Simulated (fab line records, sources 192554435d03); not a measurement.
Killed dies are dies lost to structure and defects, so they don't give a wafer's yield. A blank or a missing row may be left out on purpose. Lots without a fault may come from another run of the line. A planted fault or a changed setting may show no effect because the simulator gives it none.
A struck lot beside a sound one | flow n5_finfet | 16 steps out of a route of 1938
Sound: wafers L550.1, L550.2, L550.6. Struck: wafers L549.2, L549.4, L549.5. The cause comes at the end.
At each step with rows: each side's tool, then ch and its chambers, then its first start. Under that, the readings that differ: sound wafers | struck wafers | difference of the means | sigmas: that difference in standard deviations of wafers without a fault.
alike: readings whose means differ by less than 2 such deviations, and words and numbers that are the same on both sides. not compared: withheld readings, readings that some wafer has no value for, bounds like >300 that may hide the same value, and numbers for which the record gives no deviation and whose values overlap.
The two part at a step that has a row with sigmas, a row that says differs or no value, or rows on one side only. Numbers that don't overlap but have no deviation are shown without sigmas and don't part them. A reading that every wafer of one side lacks parts them only if that side has two wafers or more.

first, 5 steps without rows for these wafers: N5_BEOL_M0_CUTY_EBR_52; N5_BEOL_M0_CUTY_SOFTBAKE_53 (time 60 s); N5_BEOL_M0_CUTY_EXPOSE_54 (exposes mask M0 ABLK); N5_BEOL_M0_CUTY_PEB_55 (peb time 60 s); N5_BEOL_M0_CUTY_DEVELOP_56 (develop time 30 s).
N5_BEOL_M0_CUTY_CD_MEAS_57: target cd 200 nm.
  sound on cd_sem-02 ch 0, day 9 00:40; struck on cd_sem-02 ch 0, day 8 11:30
  alike: cd_nm
N5_BEOL_M0_CUTY_OVL_MEAS_58:
  sound on overlay-02 ch 0, day 9 00:42; struck on overlay-02 ch 0, day 8 11:32
  alike: M0_ABLK_OVL
N5_BEOL_M0_CUTY_INSPECT_59: inspects for defects (macro).
  sound on defect_inspect-02, day 9 00:43; struck on defect_inspect-02, day 8 11:33
  alike: raw_defect_count
N5_BEOL_M0_CUTY_DESCUM_61: chemistry O2, time 7.9 s.
  sound on rie_diel-05 ch 0,1,2, day 9 00:46; struck on rie_diel-03 ch 1,2,3, day 8 12:23
  alike: drypump_motor_current_A, oes_product_au, rf_vpp_V, showerhead_plenum_p_Torr, throttle_valve_pct
  not compared: rf_hours_counter_h
N5_BEOL_M0_CUTY_ETCH_62: etches SiARC in CF4, time 58.5 s.
  sound on rie_diel-05 ch 0,1,2, day 9 00:47; struck on rie_diel-03 ch 1,2,3, day 8 12:25
  alike: cf4_flow_sccm, drypump_motor_current_A, etch_rf_on_time_s, oes_product_au, rf_vpp_V, showerhead_plenum_p_Torr, throttle_valve_pct
  not compared: rf_hours_counter_h
N5_BEOL_M0_CUTY_ETCH_63: etches SOC in N2/H2, target depth 82.7 nm, overetch 16.5 nm, time 124 s.
  sound on rie_diel-05 ch 0,1,2, day 9 00:50; struck on rie_diel-03 ch 1,2,3, day 8 12:28
  alike: drypump_motor_current_A, h2_flow_sccm, oes_product_au, rf_vpp_V, showerhead_plenum_p_Torr, throttle_valve_pct
  not compared: rf_hours_counter_h
then, 1 step without rows for these wafers: N5_BEOL_M0_CUTY_STRIP_64 (strips in N2/H2).
N5_BEOL_M0_ETCH_138: etches SiCN in CH3F/O2, target depth 12 nm, time 31.6 s.
  sound on rie_diel-05 ch 0,1,2, day 9 00:58; struck on rie_diel-03 ch 1,2,3, day 8 12:35
  reading               | sound          | struck         | difference | sigmas
  etch_rf_on_time_s (s) | 28.7 29.9 29.7 | 16.9 17.4 17.2 | -12.3      | -18
  oes_product_au (a.u.) | 0.82 0.59 0.61 | 0.90 0.87 1.12 | +0.29      | +3
  alike: CH3F_flow_sccm, drypump_motor_current_A, rf_vpp_V, showerhead_plenum_p_Torr, throttle_valve_pct
  not compared: rf_hours_counter_h
N5_BEOL_M0_HM_OPEN_105: chemistry Cl2/BCl3, target TiN, target depth 12 nm.
  sound on rie_metal-03 ch 0,1, day 9 01:08; struck on rie_metal-01 ch 0,1, day 8 16:19
  alike: drypump_motor_current_A, oes_product_au, throttle_valve_pct
  not compared: rf_hours_counter_h
-- the record jumps here: 2 days lie between the struck wafers' starts before and after (it left off in module BEOL_M0 and takes up again in module BEOL_M4, whose first step shown is number 1111 of the route) --
N5_BEOL_M4_RC_MEAS_101:
  sound on prober-01 ch 0, day 11 03:30; struck on prober-01 ch 0, day 10 20:47
  alike: DIBL_N, DIBL_P, IOFF_N, IOFF_P, ION_N, ION_P, SS_N, SS_P, VT_N, VT_P
then, 1 step without rows for these wafers: N5_PASSIVATION_PROBE_49.

WHERE THEY PART
Only at N5_BEOL_M0_ETCH_138, within this record. Later steps at which nothing parts them and some readings are alike: N5_BEOL_M0_HM_OPEN_105, N5_BEOL_M4_RC_MEAS_101.

WHY: what the simulator had put in
Process parameter drift: rie_diel-03, from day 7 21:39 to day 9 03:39, at N5_BEOL_M0_ETCH_138. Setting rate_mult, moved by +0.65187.
